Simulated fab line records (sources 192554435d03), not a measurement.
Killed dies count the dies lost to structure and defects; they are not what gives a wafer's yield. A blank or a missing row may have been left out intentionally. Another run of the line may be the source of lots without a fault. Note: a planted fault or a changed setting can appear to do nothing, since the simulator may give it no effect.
Comparing a struck lot with a sound one    flow n5-finfet    37 out of 1938 route steps
Sound: the wafers L792.1, L792.2, L792.4. Struck: wafer L801.5; the same lot's L801.3 was not struck, so it is left out; see the end for the cause.
Per side, at each step with rows, come the tool, then ch with its chambers, and then its first start. Under that, the readings that differ: sound wafers    struck wafers    difference of the means    sigmas: that difference in standard deviations of wafers without a fault.
alike: words and numbers the same on both sides, and readings whose means are apart by under 2 such deviations; not compared: readings that were withheld, readings missing a value for some wafer, numbers with overlapping values and no deviation given by the record, and bounds like >300 which may hide the same value.
Wherever a step has rows on one side only, a row that says differs or no value, or a row with sigmas, the two part there. When numbers do not overlap yet have no deviation, they are printed without sigmas and do not part them. A reading missing from all wafers of one side parts the sides only when that side holds two or more wafers.

first, 8 steps without rows for these wafers: N5_BEOL_M6_SPUTTER_48 (material Cu, target thk 10 nm, time 1.667 s); N5_BEOL_M6_ECD_50 (material Cu, target thk 300 nm); N5_BEOL_M6_ANNEAL_51 (time 90 s); N5_BEOL_M6_CMP_52 (polishes, stops on SiCOH lowk, t overpolish 6.9 s, target thk 80 nm); N5_BEOL_M6_PRE_CLEAN_55 (time 15 s); N5_BEOL_M6_DEP_56 (deposits SiCN from 3MS/NH3, target thk 10 nm, time 17.5 s); N5_BEOL_M7_ILD_DEP_00 (deposits SiCOH lowk from DEMS/porogen, target thk 179.75 nm, time 33.4 s); N5_BEOL_M7_CURE_74 (cures SiCOH lowk, time 240 s).
N5_BEOL_M7_PECVD_70: deposits SiO2 from TEOS/O2, target thk 20 nm, time 22.7 s.
  sound on pecvd-03 ch 0,2, day 10 03:04; struck on pecvd-03 ch 2, day 12 01:35
reading                                     sound           struck  difference  sigmas
model.SiO2_of_BEOL_M7_PECVD_70.thk-nm (nm)  19.8 19.8 19.8  13.8    -6.0        
  alike: heater-power-w, showerhead-plenum-p-Torr, throttle-valve-pct
then, 25 steps without rows for these wafers: N5_BEOL_M7_HM_DEP_02 (deposits TiN, target thk 20 nm); N5_BEOL_M7_COAT_59 (time 60 s, resist thk 100 nm); N5_BEOL_M7_COAT_60 (time 60 s, resist thk 35 nm); N5_BEOL_M7_COAT_05 (resist thk 90 nm); N5_BEOL_M7_EBR_07; N5_BEOL_M7_SOFTBAKE_06 (time 60 s); N5_BEOL_M7_EXPOSE_08 (exposes mask M7); N5_BEOL_M7_PEB_09 (peb time 60 s); N5_BEOL_M7_DEVELOP_10 (develop time 30 s); N5_BEOL_M7_DESCUM_16 (chemistry O2, time 7.9 s); N5_BEOL_M7_ETCH_61 (etches SiARC in CF4, target depth 45.5 nm, time 75.8 s); N5_BEOL_M7_ETCH_62 (etches SOC in N2/H2, target depth 110 nm, overetch 22 nm, time 165 s); N5_BEOL_M7_STRIP_68 (strips in N2/H2); N5_BEOL_M7_STRIP_67 (strips in CF4); N5_BEOL_M7_HM_OPEN_17 (chemistry Cl2/BCl3, target TiN, target depth 20 nm, overetch 6 nm); N5_BEOL_M7_STRIP_19 (strips in O2); N5_BEOL_M7_COAT_63 (time 60 s, resist thk 60 nm); N5_BEOL_M7_COAT_64 (time 60 s, resist thk 12 nm); N5_BEOL_M7_COAT_71 (time 60 s, resist thk 5 nm); N5_BEOL_M7_COAT_22 (resist thk 30 nm); N5_BEOL_M7_EBR_24; N5_BEOL_M7_SOFTBAKE_23 (time 60 s); N5_BEOL_M7_EXPOSE_25 (exposes mask V6, target cd 40 nm); N5_BEOL_M7_PEB_26 (peb time 60 s); N5_BEOL_M7_DEVELOP_27 (develop time 30 s).
N5_BEOL_M7_HM_STRIP_39: strips TiN in peroxide tin strip, target depth 25 nm, time 158 s.
  sound on wet-bench-04 ch 3,4,5, day 10 07:43; struck on wet-bench-04 ch 0, day 12 06:31
reading                                     sound           struck  difference  sigmas
model.SiO2_of_BEOL_M7_PECVD_70.thk-nm (nm)  19.6 19.6 19.8  13.6    -6.1        
N5_BEOL_M7_CMP_52: polishes, stops on SiCOH lowk, t overpolish 6.9 s, target thk 80 nm.
  sound on cmp-03 ch 0,2,3, day 10 09:40; struck on cmp-04 ch 2, day 12 08:52
reading                       sound           struck  difference  sigmas
barrier-field-endpoint-s (s)  28.7 29.0 29.5  21.8    -7.3        -10
  alike: motor-current-A
-- the record jumps here: 3 days lie between the struck wafers' starts before and after (it left off in module BEOL_M7 and takes up again in module PASSIVATION, whose first step shown is number 1936 of the route) --
N5_PASSIVATION_PROBE_49:
  sound on prober-02, day 13 06:02; struck on prober-02, day 15 09:19
reading       sound     struck  difference  sigmas
killed-short  38 39 23  18      -15         -2
  alike: defect-limited-yield, killed_at_M0_to_M3, killed_at_M4_up, killed-at-contacts, killed-at-front-end, killed-at-other, killed-dies, killed-open, sort_bin_5_function, sort_bin_6_memory, sort_bin_8_speed, sort-n-pass, sort-yield-pct

== WHERE THEY PART ==
At N5_BEOL_M7_CMP_52 first; at N5_PASSIVATION_PROBE_49 last (within this record only).

WHY: what the simulator had put in
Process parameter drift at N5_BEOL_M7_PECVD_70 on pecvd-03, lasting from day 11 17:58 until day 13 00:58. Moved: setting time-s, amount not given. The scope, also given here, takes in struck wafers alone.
